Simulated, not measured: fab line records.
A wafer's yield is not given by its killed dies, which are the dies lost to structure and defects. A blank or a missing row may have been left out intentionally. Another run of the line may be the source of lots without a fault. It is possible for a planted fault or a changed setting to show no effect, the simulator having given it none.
Comparing a struck lot with a sound one + flow n5 finfet + 15 out of 1938 route steps
Sound: these wafers, L392.1, L392.3, L392.4. The struck wafers were L402.1, L402.2, L402.4. The cause is given at the end.
Per side, at each step with rows, come the tool, then ch with its chambers, and then its first start. Under that, the readings that differ: sound wafers + struck wafers + difference of the means + sigmas: that difference in standard deviations of wafers without a fault.
alike: a reading whose means differ by less than 2 such deviations, as well as words and numbers matching on both sides. not compared: withheld readings; readings where some wafer has no value; bounds like >300 that might hide an equal value; numbers whose values overlap and for which the record gives no deviation.
Wherever a step has rows on one side only, a row that says differs or no value, or a row with sigmas, the two part there. Non-overlapping numbers with no deviation appear without sigmas and do not part them. Lack of a reading on every wafer of one side parts them only where that side has two or more wafers.

N5_MOL_CONTACT_COAG_DESCUM_13: chemistry O2, time 7 s.
  sound on rie diel-04 ch 1,3, day 4 23:02; struck on rie diel-03 ch 1,2, day 7 10:56
| reading                | sound             | struck            | difference | sigmas |
|------------------------|-------------------|-------------------|------------|--------|
| throttle valve pct (%) | 20.34 20.06 20.09 | 20.64 20.42 20.66 | +0.41      | +2     |
  alike: drypump motor current A, oes product au, rf vpp V, showerhead plenum p Torr
  not compared: rf hours counter h
then, 2 steps without rows for these wafers: N5_MOL_CONTACT_COAG_ETCH_59 (etches underlayer in N2/H2, target depth 13 nm, time 10.4 s); N5_MOL_CONTACT_COAG_ETCH_105 (etches SiARC in CF4, target depth 15.6 nm, time 26 s).
N5_MOL_CONTACT_COAG_ETCH_106: etches SOC in N2/H2, target depth 80 nm, overetch 16 nm, time 120 s.
  sound on rie diel-04 ch 1,3, day 4 23:08; struck on rie diel-03 ch 1,2, day 7 11:01
  alike: drypump motor current A, oes product au, rf vpp V, showerhead plenum p Torr, throttle valve pct
  not compared: rf hours counter h
then, 2 steps without rows for these wafers: N5_MOL_CONTACT_COAG_STRIP_107 (strips in N2/H2); N5_MOL_CONTACT_COAG_STRIP_108 (strips in N2/H2).
N5_MOL_CONTACT_COAG_CONTACT_ETCH_14: etches SiO2 in C4F6/O2, target depth 27.5 nm, overetch 8.5 nm, time 20 s.
  sound on rie diel-04 ch 1,3, day 4 23:14; struck on rie diel-03 ch 1,2, day 7 11:07
| reading                | sound             | struck            | difference | sigmas |
|------------------------|-------------------|-------------------|------------|--------|
| throttle valve pct (%) | 21.20 20.96 20.98 | 21.59 21.34 21.59 | +0.46      | +3     |
  alike: drypump motor current A, oes product au, rf vpp V, showerhead plenum p Torr
  not compared: rf hours counter h
then, 1 step without rows for these wafers: N5_MOL_CONTACT_COAG_STRIP_109 (strips in C4F6/O2).
N5_MOL_CONTACT_COAG_ETCH_15: etches SiNx in CH3F/O2, stops on Si:P, target depth 7 nm.
  sound on rie diel-04 ch 1,3, day 4 23:16; struck on rie diel-03 ch 1,2, day 7 11:10
| reading                | sound             | struck            | difference | sigmas |
|------------------------|-------------------|-------------------|------------|--------|
| throttle valve pct (%) | 16.23 16.03 16.04 | 16.68 16.26 16.68 | +0.44      | +2     |
  alike: drypump motor current A, oes product au, rf vpp V, showerhead plenum p Torr
  not compared: rf hours counter h
N5_MOL_CONTACT_COAG_ETCH_110: etches Si in CF4/O2, target depth 2.5 nm, time 8 s.
  sound on rie diel-04 ch 1,3, day 4 23:19; struck on rie diel-03 ch 1,2, day 7 11:13
  alike: drypump motor current A, oes product au, rf vpp V, showerhead plenum p Torr, throttle valve pct
  not compared: rf hours counter h
then, 1 step without rows for these wafers: N5_MOL_CONTACT_COAG_STRIP_98 (strips in N2/H2).
N5_MOL_CONTACT_COAG_CD_MEAS_99: the cd target is 17.2 nm.
  sound on cd sem-01 at day 4 23:27; struck on cd sem-03 at day 7 11:20
  alike: cd nm
N5_MOL_CONTACT_COAG_IMPLANT_129:
  sound on implanter-01 ch 0, day 4 23:29; struck on implanter-02 ch 0, day 7 11:22
| reading       | sound                         | struck                        | difference | sigmas      |
|---------------|-------------------------------|-------------------------------|------------|-------------|
| beam on s (s) | 38.7 38.6 37.0                | 25.0 25.4 24.3                | -13.2      | -9          |
| dose ions cm2 | 5.998e+14 5.997e+14 6.005e+14 | 3.546e+14 3.552e+14 3.554e+14 | -2.449e+14 | -99 or more |
then, 1 step without rows for these wafers: N5_MOL_CONTACT_COAG_PRECLEAN_111 (cleans in NF3:NH3, afs cycles 1, time 20 s, sublimation time 60 s).
-- a jump in the record: the struck wafers' starts before and after are 4 days apart (it breaks off in module MOL_CONTACT_COAG and resumes in module BEOL_M4, where the first step shown is number 1111 of the route) --
N5_BEOL_M4_RC_MEAS_101:
  sound on prober-01 ch 0, day 8 07:28; struck on prober-01 ch 0, day 11 03:37
  alike: DIBL_N, DIBL_P, IOFF_N, IOFF_P, ION_N, ION_P, SS_N, SS_P, VT_N, VT_P

== WHERE THEY PART ==
Last at N5_MOL_CONTACT_COAG_IMPLANT_129 as far as this record goes, first at N5_MOL_CONTACT_COAG_DESCUM_13. Later steps at which nothing parts them and some readings are alike: N5_BEOL_M4_RC_MEAS_101.

WHY: whatever the simulator had introduced
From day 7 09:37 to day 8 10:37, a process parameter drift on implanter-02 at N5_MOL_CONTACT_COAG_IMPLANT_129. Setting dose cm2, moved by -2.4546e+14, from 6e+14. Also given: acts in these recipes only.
